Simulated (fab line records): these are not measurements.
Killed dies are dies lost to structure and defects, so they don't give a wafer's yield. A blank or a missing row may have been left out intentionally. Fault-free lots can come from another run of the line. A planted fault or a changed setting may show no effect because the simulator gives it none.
fab line records :: flow nandHarc
record:
  lots: 12
  wafers: 35
  lastDay: 24
route steps=1159 shown A_SGD_CUT@747 A_BONDPAD@1072 THIN_TSV@1148 END@1159
lots that met no fault: taken from a fault-free run of the same line
startH: the number of hours between the record's first day and the start of the first shown wafer of the lot :: waitH: hours from the lot's prior step to this one :: " identical to the entry in the row above :: L1.1+2: a row that stands for several wafers :: - no value, or no start given :: * or withheld: withheld :: < > ~ a bound
route shown NAME@n: NAME is a module with steps in the file, n the number in the route of the first one :: usual: the fault-free wafers' mean and standard deviation :: same: alike in all rows :: chamber/n: place in a boat :: sites: the reading at each site :: _std_site: standard deviation across them :: _edge_site: the outer-site mean with the inner-site mean subtracted :: radiusMm: for every site, how far away it sits from the centre of the wafer :: mask NAME#n: copy n :: behind: the tool/chamber that last shaped the wafer :: hold: the reason the lot was held/the length of the hold in hours/how it ended :: device: the transistor (n, p or np) that didn't switch :: end of line: the tests these same wafers got at the end of their route :: a step with no rows: only its recipe :: killed: at the first sort, the dies lost to defects and structure; wafer yield is something else :: map: the dies of a wafer, with x for killed, . for not killed, _ for no die there
set.NAME: the setting that was run; set.NAME@STEP: the one run at that earlier step :: model.NAME: the simulator's own value behind a step, which no gauge read
one table for each step of the route and one row for each wafer, over a sample of lots
services: a tool's chamber out of use, with start hour (startH, from the record's first day; less than 0 if before it), hours out, and reason
== steps ==
step: NHARC_A_SGD_CUT_DEP_00
recipe:
  targetThkA: 500
  tempC: 400
  targetThkNm: 50
  flowSccm: 200
  rfW: 450
  material: SiNx
usual:
  heaterPowerW: 650/120
lot.wafer: L642.2
tool: pecvd-03
chamber: 2
startH: 291.49
waitH: 0.3
heaterPowerW: 508
sinceWetCleanH: 168

lot.wafer: L642.4
tool: pecvd-03
chamber: 0
startH: 291.49
waitH: 0.3
heaterPowerW: 690
sinceWetCleanH: -

lot.wafer: L642.6
tool: pecvd-03
chamber: 1
startH: 291.49
waitH: 0.3
heaterPowerW: 801
sinceWetCleanH: -

lot.wafer: L644.1
tool: pecvd-04
chamber: 1
startH: 318.31
waitH: 0.1
heaterPowerW: 567
sinceWetCleanH: 110

lot.wafer: L644.2
tool: pecvd-04
chamber: 2
startH: 318.31
waitH: 0.1
heaterPowerW: 939
sinceWetCleanH: 110

lot.wafer: L644.6
tool: pecvd-04
chamber: 1
startH: 318.31
waitH: 0.1
heaterPowerW: 571
sinceWetCleanH: -

lot.wafer: L643.3
tool: pecvd-04
chamber: 1
startH: 318.66
waitH: 0.1
heaterPowerW: 616
sinceWetCleanH: 111

lot.wafer: L643.1
tool: pecvd-04
chamber: 2
startH: 318.66
waitH: 0.1
heaterPowerW: 900
sinceWetCleanH: 111

lot.wafer: L643.6
tool: pecvd-04
chamber: 2
startH: 318.66
waitH: 0.1
heaterPowerW: 933
sinceWetCleanH: -

lot.wafer: L647.1
tool: pecvd-04
chamber: 2
startH: 327.15
waitH: 0.2
heaterPowerW: 939
sinceWetCleanH: 119

lot.wafer: L647.6
tool: pecvd-04
chamber: 1
startH: 327.15
waitH: 0.2
heaterPowerW: 654
sinceWetCleanH: -

lot.wafer: L647.4
tool: pecvd-04
chamber: 0
startH: 327.15
waitH: 0.2
heaterPowerW: 678
sinceWetCleanH: -

lot.wafer: L645.2
tool: pecvd-04
chamber: 2
startH: 327.35
waitH: 0.2
heaterPowerW: 835
sinceWetCleanH: 119

lot.wafer: L645.4
tool: pecvd-04
chamber: 1
startH: 327.35
waitH: 0.2
heaterPowerW: 564
sinceWetCleanH: -

lot.wafer: L645.5
tool: pecvd-04
chamber: 2
startH: 327.35
waitH: 0.2
heaterPowerW: 846
sinceWetCleanH: -

lot.wafer: L646.1
tool: pecvd-03
chamber: 0
startH: 333.87
waitH: 0.1
heaterPowerW: 770
sinceWetCleanH: 29

lot.wafer: L646.6
tool: pecvd-03
chamber: 1
startH: 333.87
waitH: 0.1
heaterPowerW: 695
sinceWetCleanH: -

lot.wafer: L646.5
tool: pecvd-03
chamber: 2
startH: 333.87
waitH: 0.1
heaterPowerW: 498
sinceWetCleanH: -

lot.wafer: L648.2
tool: pecvd-01
chamber: 2
startH: 345.67
waitH: 0.1
heaterPowerW: 521
sinceWetCleanH: 96

lot.wafer: L648.1
tool: pecvd-01
chamber: 1
startH: 345.67
waitH: 0.1
heaterPowerW: 724
sinceWetCleanH: 96

lot.wafer: L648.4
tool: pecvd-01
chamber: 2
startH: 345.67
waitH: 0.1
heaterPowerW: 527
sinceWetCleanH: -

lot.wafer: L650.6
tool: pecvd-03
chamber: 1
startH: 345.96
waitH: 0.1
heaterPowerW: 698
sinceWetCleanH: -

lot.wafer: L650.4
tool: pecvd-03
chamber: 2
startH: 345.96
waitH: 0.1
heaterPowerW: 570
sinceWetCleanH: -

lot.wafer: L650.5
tool: pecvd-03
chamber: 0
startH: 345.96
waitH: 0.1
heaterPowerW: 643
sinceWetCleanH: -

lot.wafer: L652.3
tool: pecvd-01
chamber: 0
startH: 362.59
waitH: 0.3
heaterPowerW: 680
sinceWetCleanH: 113

lot.wafer: L652.2
tool: pecvd-01
chamber: 2
startH: 362.59
waitH: 0.3
heaterPowerW: 436
sinceWetCleanH: 113

lot.wafer: L652.5
tool: pecvd-01
chamber: 1
startH: 362.59
waitH: 0.3
heaterPowerW: 728
sinceWetCleanH: -

lot.wafer: L649.2
tool: pecvd-01
chamber: 0
startH: 362.88
waitH: 0.1
heaterPowerW: 615
sinceWetCleanH: 113

lot.wafer: L649.6
tool: pecvd-01
chamber: 0
startH: 362.88
waitH: 0.1
heaterPowerW: 629
sinceWetCleanH: -

lot.wafer: L649.4
tool: pecvd-01
chamber: 2
startH: 362.88
waitH: 0.1
heaterPowerW: 478
sinceWetCleanH: -

lot.wafer: L658.2
tool: pecvd-01
chamber: 1
startH: 405.81
waitH: 0.1
heaterPowerW: 657
sinceWetCleanH: 156

lot.wafer: L658.5
tool: pecvd-01
chamber: 1
startH: 405.81
waitH: 0.1
heaterPowerW: 661
sinceWetCleanH: -

lot.wafer: L665.3
tool: pecvd-04
chamber: 0
startH: 443.83
waitH: 0.1
heaterPowerW: 616
sinceWetCleanH: 55

lot.wafer: L665.4
tool: pecvd-04
chamber: 2
startH: 443.83
waitH: 0.1
heaterPowerW: 807
sinceWetCleanH: -

lot.wafer: L665.6
tool: pecvd-04
chamber: 0
startH: 443.83
waitH: 0.1
heaterPowerW: 609
sinceWetCleanH: -
step: NHARC_A_BONDPAD_CD_MEAS_09
recipe:
  targetCdNm: 500
  landingEnergyEv: 500
usual:
  cdNm: 501.1/2.4
lot.wafer: L642.2
tool: cdSem-02
chamber: 0
startH: 400.83
waitH: -
cdNm: 505.3

lot.wafer: L642.4
tool: cdSem-02
chamber: 0
startH: 400.83
waitH: -
cdNm: 504.8

lot.wafer: L642.6
tool: cdSem-02
chamber: 0
startH: 400.83
waitH: -
cdNm: 501.4

lot.wafer: L643.1
tool: cdSem-03
chamber: 0
startH: 411.18
waitH: -
cdNm: 498.9

lot.wafer: L643.3
tool: cdSem-03
chamber: 0
startH: 411.18
waitH: -
cdNm: 503.1

lot.wafer: L643.6
tool: cdSem-03
chamber: 0
startH: 411.18
waitH: -
cdNm: 501.0

lot.wafer: L644.1
tool: cdSem-02
chamber: 0
startH: 412.07
waitH: -
cdNm: 499.1

lot.wafer: L644.2
tool: cdSem-02
chamber: 0
startH: 412.07
waitH: -
cdNm: 503.0

lot.wafer: L644.6
tool: cdSem-02
chamber: 0
startH: 412.07
waitH: -
cdNm: 500.1

lot.wafer: L647.1
tool: cdSem-03
chamber: 0
startH: 419.19
waitH: -
cdNm: 503.4

lot.wafer: L647.4
tool: cdSem-03
chamber: 0
startH: 419.19
waitH: -
cdNm: 501.6

lot.wafer: L647.6
tool: cdSem-03
chamber: 0
startH: 419.19
waitH: -
cdNm: 501.7

lot.wafer: L645.2
tool: cdSem-03
chamber: 0
startH: 421.20
waitH: -
cdNm: 502.3

lot.wafer: L645.4
tool: cdSem-03
chamber: 0
startH: 421.20
waitH: -
cdNm: 501.6

lot.wafer: L645.5
tool: cdSem-03
chamber: 0
startH: 421.20
waitH: -
cdNm: 498.9

lot.wafer: L646.1
tool: cdSem-03
chamber: 0
startH: 438.15
waitH: -
cdNm: 496.5

lot.wafer: L646.5
tool: cdSem-03
chamber: 0
startH: 438.15
waitH: -
cdNm: 503.3

lot.wafer: L646.6
tool: cdSem-03
chamber: 0
startH: 438.15
waitH: -
cdNm: 498.2

lot.wafer: L650.4
tool: cdSem-01
chamber: 0
startH: 442.72
waitH: -
cdNm: 499.0

lot.wafer: L650.5
tool: cdSem-01
chamber: 0
startH: 442.72
waitH: -
cdNm: 499.0

lot.wafer: L650.6
tool: cdSem-01
chamber: 0
startH: 442.72
waitH: -
cdNm: 497.4

lot.wafer: L648.1
tool: cdSem-01
chamber: 0
startH: 446.06
waitH: -
cdNm: 502.6

lot.wafer: L648.2
tool: cdSem-01
chamber: 0
startH: 446.06
waitH: -
cdNm: 504.2

lot.wafer: L648.4
tool: cdSem-01
chamber: 0
startH: 446.06
waitH: -
cdNm: 503.1

lot.wafer: L649.2
tool: cdSem-03
chamber: 0
startH: 458.23
waitH: -
cdNm: 498.0

lot.wafer: L649.4
tool: cdSem-03
chamber: 0
startH: 458.23
waitH: -
cdNm: 499.5

lot.wafer: L649.6
tool: cdSem-03
chamber: 0
startH: 458.23
waitH: -
cdNm: 503.2

lot.wafer: L652.2
tool: cdSem-03
chamber: 0
startH: 458.96
waitH: -
cdNm: 499.4

lot.wafer: L652.3
tool: cdSem-03
chamber: 0
startH: 458.96
waitH: -
cdNm: 499.1

lot.wafer: L652.5
tool: cdSem-03
chamber: 0
startH: 458.96
waitH: -
cdNm: 499.4

lot.wafer: L658.2
tool: cdSem-02
chamber: 0
startH: 510.54
waitH: -
cdNm: 502.8

lot.wafer: L665.3
tool: cdSem-02
chamber: 0
startH: 545.00
waitH: -
cdNm: 503.3

lot.wafer: L665.4
tool: cdSem-02
chamber: 0
startH: 545.00
waitH: -
cdNm: 504.5

lot.wafer: L665.6
tool: cdSem-02
chamber: 0
startH: 545.00
waitH: -
cdNm: 504.6
step: NHARC_THIN_TSV_CD_MEAS_33
recipe:
  targetCdNm: 5000
  landingEnergyEv: 500
usual:
  cdNm: 5001.4/2.8
lot.wafer: L642.2
tool: cdSem-03
chamber: 0
startH: 422.70
waitH: -
cdNm: 5001.1

lot.wafer: L642.4
tool: cdSem-03
chamber: 0
startH: 422.70
waitH: -
cdNm: 4998.9

lot.wafer: L642.6
tool: cdSem-03
chamber: 0
startH: 422.70
waitH: -
cdNm: 4997.4

lot.wafer: L644.1
tool: cdSem-02
chamber: 0
startH: 437.25
waitH: -
cdNm: 5002.6

lot.wafer: L644.2
tool: cdSem-02
chamber: 0
startH: 437.25
waitH: -
cdNm: 5002.9

lot.wafer: L644.6
tool: cdSem-02
chamber: 0
startH: 437.25
waitH: -
cdNm: 5006.8

lot.wafer: L643.1
tool: cdSem-03
chamber: 0
startH: 438.51
waitH: -
cdNm: 5001.2

lot.wafer: L643.3
tool: cdSem-03
chamber: 0
startH: 438.51
waitH: -
cdNm: 5002.4

lot.wafer: L643.6
tool: cdSem-03
chamber: 0
startH: 438.51
waitH: -
cdNm: 5004.2

lot.wafer: L647.1
tool: cdSem-02
chamber: 0
startH: 439.75
waitH: -
cdNm: 5000.2

lot.wafer: L647.4
tool: cdSem-02
chamber: 0
startH: 439.75
waitH: -
cdNm: 4998.4

lot.wafer: L647.6
tool: cdSem-02
chamber: 0
startH: 439.75
waitH: -
cdNm: 4998.3

lot.wafer: L645.2
tool: cdSem-02
chamber: 0
startH: 446.05
waitH: -
cdNm: 5004.3

lot.wafer: L645.4
tool: cdSem-02
chamber: 0
startH: 446.05
waitH: -
cdNm: 5000.1

lot.wafer: L645.5
tool: cdSem-02
chamber: 0
startH: 446.05
waitH: -
cdNm: 5000.3

lot.wafer: L646.1
tool: cdSem-01
chamber: 0
startH: 462.27
waitH: -
cdNm: 5005.1

lot.wafer: L646.5
tool: cdSem-01
chamber: 0
startH: 462.27
waitH: -
cdNm: 5001.2

lot.wafer: L646.6
tool: cdSem-01
chamber: 0
startH: 462.27
waitH: -
cdNm: 5001.2

lot.wafer: L650.4
tool: cdSem-01
chamber: 0
startH: 462.91
waitH: -
cdNm: 4995.3

lot.wafer: L650.5
tool: cdSem-01
chamber: 0
startH: 462.91
waitH: -
cdNm: 4997.0

lot.wafer: L650.6
tool: cdSem-01
chamber: 0
startH: 462.91
waitH: -
cdNm: 4995.8

lot.wafer: L648.1
tool: cdSem-03
chamber: 0
startH: 469.75
waitH: -
cdNm: 5001.6

lot.wafer: L648.2
tool: cdSem-03
chamber: 0
startH: 469.75
waitH: -
cdNm: 5003.2

lot.wafer: L648.4
tool: cdSem-03
chamber: 0
startH: 469.75
waitH: -
cdNm: 5004.4

lot.wafer: L652.2
tool: cdSem-01
chamber: 0
startH: 481.33
waitH: -
cdNm: 5000.3

lot.wafer: L652.3
tool: cdSem-01
chamber: 0
startH: 481.33
waitH: -
cdNm: 5001.2

lot.wafer: L652.5
tool: cdSem-01
chamber: 0
startH: 481.33
waitH: -
cdNm: 5000.7

lot.wafer: L649.2
tool: cdSem-03
chamber: 0
startH: 482.49
waitH: -
cdNm: 5008.4

lot.wafer: L649.4
tool: cdSem-03
chamber: 0
startH: 482.49
waitH: -
cdNm: 4999.8

lot.wafer: L649.6
tool: cdSem-03
chamber: 0
startH: 482.49
waitH: -
cdNm: 5001.8

lot.wafer: L658.2
tool: cdSem-02
chamber: 0
startH: 532.48
waitH: -
cdNm: 5000.3

lot.wafer: L665.3
tool: cdSem-01
chamber: 0
startH: 565.65
waitH: -
cdNm: 5000.7

lot.wafer: L665.4
tool: cdSem-01
chamber: 0
startH: 565.65
waitH: -
cdNm: 5001.4

lot.wafer: L665.6
tool: cdSem-01
chamber: 0
startH: 565.65
waitH: -
cdNm: 4995.3
step: NHARC_THIN_TSV_ETCH_59
recipe:
  targetDepthA: 8800
  icpW: 900
  biasW: 100
  Cl2_flow_sccm: 60
  bcl3FlowSccm: 30
  timeS: 138.1
  chemistry: Cl2/BCl3
usual:
  drypumpMotorCurrentA: 5.3/0.43
  oesProductAu: 1.001/0.015
  throttleValvePct: 22.264/0.009
lot.wafer: L642.2
tool: rieMetal-03
chamber: 0
startH: 422.98
waitH: 0.1
drypumpMotorCurrentA: 4.7
oesProductAu: 0.985
rfHoursCounterH: 4.3
throttleValvePct: 22.274

lot.wafer: L642.4
tool: rieMetal-03
chamber: 1
startH: 422.98
waitH: 0.1
drypumpMotorCurrentA: 6.0
oesProductAu: 0.972
rfHoursCounterH: -
throttleValvePct: 22.255

lot.wafer: L642.6
tool: rieMetal-03
chamber: 1
startH: 422.98
waitH: 0.1
drypumpMotorCurrentA: 6.0
oesProductAu: 0.973
rfHoursCounterH: -
throttleValvePct: 22.266

lot.wafer: L644.2
tool: rieMetal-03
chamber: 1
startH: 437.54
waitH: 0.1
drypumpMotorCurrentA: 6.0
oesProductAu: 0.985
rfHoursCounterH: 4.9
throttleValvePct: 22.275

lot.wafer: L644.1
tool: rieMetal-03
chamber: 0
startH: 437.54
waitH: 0.1
drypumpMotorCurrentA: 4.7
oesProductAu: 1.004
rfHoursCounterH: 4.9
throttleValvePct: 22.260

lot.wafer: L644.6
tool: rieMetal-03
chamber: 1
startH: 437.54
waitH: 0.1
drypumpMotorCurrentA: 6.0
oesProductAu: 0.992
rfHoursCounterH: -
throttleValvePct: 22.256

lot.wafer: L643.1
tool: rieMetal-02
chamber: 0
startH: 438.84
waitH: 0.1
drypumpMotorCurrentA: 5.1
oesProductAu: 1.008
rfHoursCounterH: 1.2
throttleValvePct: 22.268

lot.wafer: L643.3
tool: rieMetal-02
chamber: 0
startH: 438.84
waitH: 0.1
drypumpMotorCurrentA: 5.1
oesProductAu: 1.013
rfHoursCounterH: -
throttleValvePct: 22.264

lot.wafer: L643.6
tool: rieMetal-02
chamber: 0
startH: 438.84
waitH: 0.1
drypumpMotorCurrentA: 5.1
oesProductAu: 1.007
rfHoursCounterH: -
throttleValvePct: 22.260

lot.wafer: L647.1
tool: rieMetal-01
chamber: 0
startH: 440.08
waitH: 0.1
drypumpMotorCurrentA: 5.7
oesProductAu: 0.994
rfHoursCounterH: 3.0
throttleValvePct: 22.268

lot.wafer: L647.4
tool: rieMetal-01
chamber: 0
startH: 440.08
waitH: 0.1
drypumpMotorCurrentA: 5.8
oesProductAu: 0.995
rfHoursCounterH: -
throttleValvePct: 22.260

lot.wafer: L647.6
tool: rieMetal-01
chamber: 1
startH: 440.08
waitH: 0.1
drypumpMotorCurrentA: 5.1
oesProductAu: 0.997
rfHoursCounterH: -
throttleValvePct: 22.255

lot.wafer: L645.2
tool: rieMetal-01
chamber: 0
startH: 446.34
waitH: 0.1
drypumpMotorCurrentA: 5.8
oesProductAu: 0.985
rfHoursCounterH: 3.2
throttleValvePct: 22.265

lot.wafer: L645.4
tool: rieMetal-01
chamber: 1
startH: 446.34
waitH: 0.1
drypumpMotorCurrentA: 5.2
oesProductAu: 0.996
rfHoursCounterH: -
throttleValvePct: 22.243

lot.wafer: L645.5
tool: rieMetal-01
chamber: 0
startH: 446.34
waitH: 0.1
drypumpMotorCurrentA: 5.8
oesProductAu: 0.997
rfHoursCounterH: -
throttleValvePct: 22.265

lot.wafer: L646.1
tool: rieMetal-03
chamber: 1
startH: 462.57
waitH: 0.1
drypumpMotorCurrentA: 6.0
oesProductAu: 0.989
rfHoursCounterH: 0.0
throttleValvePct: 22.261

lot.wafer: L646.6
tool: rieMetal-03
chamber: 1
startH: 462.57
waitH: 0.1
drypumpMotorCurrentA: 6.0
oesProductAu: 0.997
rfHoursCounterH: -
throttleValvePct: 22.258

lot.wafer: L646.5
tool: rieMetal-03
chamber: 0
startH: 462.57
waitH: 0.1
drypumpMotorCurrentA: 4.7
oesProductAu: 0.997
rfHoursCounterH: -
throttleValvePct: 22.256

lot.wafer: L650.4
tool: rieMetal-02
chamber: 1
startH: 463.27
waitH: 0.2
drypumpMotorCurrentA: 5.3
oesProductAu: 1.025
rfHoursCounterH: -
throttleValvePct: 22.249

lot.wafer: L650.6
tool: rieMetal-02
chamber: 1
startH: 463.27
waitH: 0.2
drypumpMotorCurrentA: 5.3
oesProductAu: 1.026
rfHoursCounterH: -
throttleValvePct: 22.251

lot.wafer: L650.5
tool: rieMetal-02
chamber: 0
startH: 463.27
waitH: 0.2
drypumpMotorCurrentA: 5.1
oesProductAu: 0.988
rfHoursCounterH: -
throttleValvePct: 22.253

lot.wafer: L648.2
tool: rieMetal-02
chamber: 1
startH: 470.03
waitH: 0.1
drypumpMotorCurrentA: 5.3
oesProductAu: 1.044
rfHoursCounterH: 1.9
throttleValvePct: 22.264

lot.wafer: L648.1
tool: rieMetal-02
chamber: 0
startH: 470.03
waitH: 0.1
drypumpMotorCurrentA: 5.1
oesProductAu: 1.009
rfHoursCounterH: 1.9
throttleValvePct: 22.264

lot.wafer: L648.4
tool: rieMetal-02
chamber: 1
startH: 470.03
waitH: 0.1
drypumpMotorCurrentA: 5.3
oesProductAu: 1.034
rfHoursCounterH: -
throttleValvePct: 22.264

lot.wafer: L652.2
tool: rieMetal-01
chamber: 1
startH: 481.62
waitH: 0.1
drypumpMotorCurrentA: 5.1
oesProductAu: 0.992
rfHoursCounterH: 4.1
throttleValvePct: 22.266

lot.wafer: L652.3
tool: rieMetal-01
chamber: 1
startH: 481.62
waitH: 0.1
drypumpMotorCurrentA: 5.1
oesProductAu: 1.002
rfHoursCounterH: -
throttleValvePct: 22.273

lot.wafer: L652.5
tool: rieMetal-01
chamber: 0
startH: 481.62
waitH: 0.1
drypumpMotorCurrentA: 5.8
oesProductAu: 1.003
rfHoursCounterH: -
throttleValvePct: 22.278

lot.wafer: L649.2
tool: rieMetal-03
chamber: 0
startH: 482.82
waitH: 0.1
drypumpMotorCurrentA: 4.7
oesProductAu: 0.993
rfHoursCounterH: 0.8
throttleValvePct: 22.254

lot.wafer: L649.4
tool: rieMetal-03
chamber: 0
startH: 482.82
waitH: 0.1
drypumpMotorCurrentA: 4.7
oesProductAu: 0.992
rfHoursCounterH: -
throttleValvePct: 22.282

lot.wafer: L649.6
tool: rieMetal-03
chamber: 1
startH: 482.82
waitH: 0.1
drypumpMotorCurrentA: 6.0
oesProductAu: 0.998
rfHoursCounterH: -
throttleValvePct: 22.270

lot.wafer: L658.2
tool: rieMetal-03
chamber: 0
startH: 532.81
waitH: 0.1
drypumpMotorCurrentA: 4.7
oesProductAu: 0.988
rfHoursCounterH: 2.2
throttleValvePct: 22.260

lot.wafer: L665.3
tool: rieMetal-03
chamber: 1
startH: 566.02
waitH: 0.1
drypumpMotorCurrentA: 6.0
oesProductAu: 0.991
rfHoursCounterH: -
throttleValvePct: 22.259

lot.wafer: L665.4
tool: rieMetal-03
chamber: 0
startH: 566.02
waitH: 0.1
drypumpMotorCurrentA: 4.7
oesProductAu: 0.981
rfHoursCounterH: -
throttleValvePct: 22.258

lot.wafer: L665.6
tool: rieMetal-03
chamber: 0
startH: 566.02
waitH: 0.1
drypumpMotorCurrentA: 4.7
oesProductAu: 0.965
rfHoursCounterH: -
throttleValvePct: 22.266
step: NHARC_END_SORT_01
recipe:
  tempC: 25
usual:
  killedAtArray: 25/7.8
  killedAtOther: 0.6/0.81
  killedAtPeriphery: 3.3/2.2
  killedDies: 29/8.2
  killedOpen: 3.5/1.9
  killedShort: 1.8/1.3
same:
  grossDies: 677
lot.wafer: L658.2
tool: prober-01
chamber: 0
startH: 547.71
waitH: 2.8
killedAtArray: 29
killedAtOther: 1
killedAtPeriphery: 3
killedDies: 33
killedOpen: 6
killedShort: 0

lot.wafer: L658.5
tool: prober-01
chamber: 0
startH: 550.13
waitH: 3.7
killedAtArray: 675
killedAtOther: 1
killedAtPeriphery: 1
killedDies: 677
killedOpen: 1
killedShort: 0
killed by level:class
L658.2 A_SLIT:chamberFilmFlake=14 A_CHANNEL_HOLE_D1:chamberFilmFlake=6 A_CONTACT:geometricParticle:open=3 P_ZERO_WELL:chamberFilmFlake=3 A_CHANNEL_FILL_D1:geometricParticle:open=2 A_WL_FILL:geometricParticle:open=1 A_WL_FILL:chamberFilmFlake=1 A_CONTACT:chamberFilmFlake=1
L658.5 A_SGD_CUT:areaDep=635 A_SLIT:chamberFilmFlake=17 A_CONTACT:chamberFilmFlake=9 A_CHANNEL_HOLE_D1:chamberFilmFlake=8 A_CHANNEL_FILL_D1:chamberFilmFlake=2 A_STAIRCASE:chamberFilmFlake=2 A_CONTACT:geometricParticle:open=1 P_GATE:chamberFilmFlake=1
== services ==
tool: rieMetal-03
chamber: -
startH: 276.00
hours: 9.0
kind: pm

tool: rieMetal-03
chamber: 0
startH: 276.00
hours: 9.0
kind: ventCycle

tool: rieMetal-03
chamber: 1
startH: 276.00
hours: 9.0
kind: ventCycle

tool: rieMetal-03
chamber: 0
startH: 285.00
hours: -
kind: clean

tool: rieMetal-03
chamber: 1
startH: 285.00
hours: -
kind: clean

tool: rieMetal-02
chamber: 0
startH: 287.17
hours: 19.0
kind: repair

tool: pecvd-03
chamber: -
startH: 292.00
hours: 13.0
kind: pm

tool: pecvd-04
chamber: 1
startH: 311.44
hours: 4.9
kind: repair

tool: rieMetal-01
chamber: -
startH: 332.00
hours: 9.0
kind: pm

tool: pecvd-04
chamber: 2
startH: 360.62
hours: 4.0
kind: repair

tool: rieMetal-03
chamber: -
startH: 370.02
hours: 0.6
kind: repair

tool: pecvd-04
chamber: -
startH: 376.12
hours: 13.0
kind: pm

tool: rieMetal-02
chamber: -
startH: 388.12
hours: 9.0
kind: pm

tool: pecvd-04
chamber: -
startH: 390.34
hours: 2.2
kind: repair

tool: pecvd-01
chamber: -
startH: 395.33
hours: 1.6
kind: repair

tool: pecvd-01
chamber: -
startH: 418.24
hours: 13.0
kind: pm

tool: rieMetal-03
chamber: -
startH: 453.00
hours: 9.0
kind: pm

tool: rieMetal-03
chamber: 0
startH: 453.00
hours: 9.0
kind: ventCycle

tool: pecvd-03
chamber: -
startH: 473.00
hours: 13.0
kind: pm

tool: rieMetal-01
chamber: -
startH: 509.00
hours: 9.0
kind: pm

tool: pecvd-04
chamber: 1
startH: 541.95
hours: 3.7
kind: repair

tool: pecvd-04
chamber: -
startH: 553.08
hours: 1.0
kind: repair

tool: pecvd-04
chamber: -
startH: 557.12
hours: 13.0
kind: pm

tool: rieMetal-02
chamber: -
startH: 565.12
hours: 9.0
kind: pm
== key ==
firstSign:
  step: NHARC_END_SORT_01
  reading: killedAtArray
  direction: up
  sigmas: 83
  usual: 25
  struck: 675
effect:
  step: NHARC_END_SORT_01
  reading: killedDies
  direction: up
  sigmas: 79
  usual: 29
  struck: 677
moreKillsBornAt:
  NHARC_A_SGD_CUT_DEP_00@pecvd-01: 635
metAt NHARC_A_SGD_CUT_DEP_00
struckLots L658
struckWafers L658.5
laterRowsLeftOut L658.5
testerLeftOut L658
notActingAt NHARC_A_BONDPAD_CD_MEAS_09,NHARC_THIN_TSV_CD_MEAS_33,NHARC_THIN_TSV_ETCH_59
onsetBetween 362.88 405.81
fault:
  kind: processParameterDrift
  tool: pecvd-01
  chamber: -
  onsetH: 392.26
  steps: NHARC_A_SGD_CUT_DEP_00
  channel: targetThkA
  offset: *
  shape: step
  endH: 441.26
  scope: struckWafersOnly
  actsIn: *
  stated: *
testerLeftOut: of these lots the tester's yield and bins aren't shown, on N5 and GAA mostly nor the transistor test; their killed dies are dies lost to structure and defects alone, not to doping, threshold or leakage, so they don't give the yield
laterRowsLeftOut: the simulator's readings of these wafers behind a module that went badly wrong aren't trusted and aren't shown, but for the sort
